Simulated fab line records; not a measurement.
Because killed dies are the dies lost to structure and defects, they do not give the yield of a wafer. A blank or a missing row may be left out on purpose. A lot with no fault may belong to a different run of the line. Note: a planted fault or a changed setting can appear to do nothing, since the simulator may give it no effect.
A struck lot beside a sound one / flow nandHarc / 14 steps out of a route of 1159
Sound: the wafers L207.2, L207.3, L207.6. The struck wafers were L224.2, L224.4, L224.6. At the end, the cause is stated.
Each step with rows lists, per side, the tool, then ch with its chambers, then its first start. Under that, the readings that differ: sound wafers / struck wafers / difference of the means / sigmas: that difference in standard deviations of wafers without a fault.
alike: words and numbers the same on both sides, and readings whose means are apart by under 2 such deviations; not compared: readings that were withheld, readings missing a value for some wafer, numbers with overlapping values and no deviation given by the record, and bounds like >300 which may hide the same value.
Wherever a step has rows on one side only, a row that says differs or no value, or a row with sigmas, the two part there. Non-overlapping numbers with no deviation appear without sigmas and do not part them. A reading that every wafer of one side lacks parts them only if that side has two wafers or more.

NHARC_A_SOURCE_PLATE_THK_MEAS_06: measures by ellipsometry.
  sound on filmMetro-01 at day 8 03:10; struck on filmMetro-02 at day 12 09:43
  alike: thkNm
NHARC_A_SOURCE_PLATE_INSPECT_08:
  sound on defectInspect-01 at day 8 03:16; struck on defectInspect-02 at day 12 09:47
  alike: rawDefectCount
then, no rows for these wafers at 1 step: NHARC_A_ONON_D1_DEP_00 (target thk 1000 nm).
NHARC_A_ONON_D1_THK_MEAS_02: measures by ellipsometry.
  sound on filmMetro-01 at day 8 03:51; struck on filmMetro-01 at day 12 10:22
  alike: thkNm
then, no rows for these wafers at 1 step: NHARC_A_ONON_D1_DEP_03 (target thk 1000 nm).
NHARC_A_ONON_D1_THK_MEAS_05: measures by ellipsometry.
  sound on filmMetro-01 at day 8 04:25; struck on filmMetro-01 at day 12 10:56
  alike: thkNm
then, no rows for these wafers at 1 step: NHARC_A_ONON_D1_DEP_06 (target thk 1000 nm).
NHARC_A_ONON_D1_THK_MEAS_08: measures by ellipsometry.
  sound on filmMetro-01 at day 8 04:59; struck on filmMetro-02 at day 12 11:29
  alike: thkNm
then, no rows for these wafers at 1 step: NHARC_A_ONON_D1_DEP_09 (target thk 1000 nm).
NHARC_A_ONON_D1_THK_MEAS_11: measures by ellipsometry.
  sound on filmMetro-01 at day 8 05:33; struck on filmMetro-01 at day 12 12:03
  alike: thkNm
NHARC_A_ONON_D1_DEP_12: target thk 1000 nm.
  sound on pecvdOnon-02 ch 0, day 8 05:40; struck on pecvdOnon-04 ch 0, day 12 12:10
NHARC_A_ONON_D1_THK_MEAS_14: measures by ellipsometry.
  sound on filmMetro-01 at day 8 06:07; struck on filmMetro-01 at day 12 12:37
reading=thkNm (nm); sound=995 996 996; struck=418 417 418; difference=-578; sigmas=-70
then, 1 step without rows for these wafers: NHARC_A_ONON_D1_ANNEAL_15 (time 3600 s).
-- the record jumps here: 11 days lie between the struck wafers' starts before and after (it left off in module A_ONON_D1 and takes up again in module END, whose first step shown is number 1159 of the route) --
NHARC_END_SORT_01:
  sound on prober-02 ch 0, day 20 06:30; struck on prober-01 ch 0, day 23 23:04
reading=killedAtArray; sound=22 29 21; struck=673 673 673; difference=+649; sigmas=+66
reading=killedDies; sound=23 30 26; struck=677 677 677; difference=+651; sigmas=+65
  alike: killedAtOther, killedAtPeriphery, killedOpen, killedShort

WHERE THEY PART
First at NHARC_A_ONON_D1_THK_MEAS_14; last, within this record, at NHARC_END_SORT_01.

WHY: the cause the simulator had injected
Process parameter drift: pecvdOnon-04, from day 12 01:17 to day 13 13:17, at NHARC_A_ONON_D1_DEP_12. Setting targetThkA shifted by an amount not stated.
